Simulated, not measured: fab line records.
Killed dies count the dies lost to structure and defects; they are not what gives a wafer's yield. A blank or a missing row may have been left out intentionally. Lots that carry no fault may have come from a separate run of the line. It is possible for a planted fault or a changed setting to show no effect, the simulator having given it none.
Chamber matching -- flow n5_finfet -- pecvd-02 running N5_BEOL_M2_DEP_57: 3 sister chambers
The step deposits SiCN from 3MS/NH3, target thk 8 nm, time 14 s. 3 wafers are shown with their chamber, then 11 later ones without.

== WAFERS PAIRED WITH THEIR CHAMBERS ==
wafer,chamber,throttle_valve_pct (%)
L087.2,2,8.9
L087.5,0,9.4
L088.1,1,9.1

== WAFERS MISSING THEIR CHAMBER ==
wafer,throttle_valve_pct (%)
L088.4,9.2
L088.5,8.7
L089.1,8.7
L089.4,8.9
L089.6,8.9
L090.3,9.0
L090.4,9.0
L090.6,8.8
L096.4,9.1
L096.5,9.0
L096.6,8.7

== CHAMBER TAKEN BY EACH ==
wafer,from the rows above,in truth
L088.4,can't be placed: 1 or 0 or 2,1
L088.5,can't be placed: 2 or 1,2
L089.1,can't be placed: 2 or 1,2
L089.4,can't be placed: 2 or 1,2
L089.6,can't be placed: 2 or 1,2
L090.3,can't be placed: 1 or 2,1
L090.4,can't be placed: 1 or 2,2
L090.6,can't be placed: 2 or 1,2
L096.4,can't be placed: 1 or 2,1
L096.5,can't be placed: 1 or 2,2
L096.6,can't be placed: 2 or 1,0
Placed correctly: 0 of 11. Not placeable from these rows: 11 (in 10, the candidates include the true chamber). Number placed wrongly: 0.
How it was worked out, from the rows above alone: a wafer's distance from a chamber is the root of the sum, over the readings, of the square of ((its reading less the chamber's mean) divided by the reading's scatter). The wafer belongs to the nearest chamber; if the next one is less than 2 further off, it can't be placed. The mean given for a chamber averages the wafers shown for that chamber. The scatter: with one shown wafer a chamber, the root of the mean of the squares of how far each hidden wafer lies from its nearest shown one.
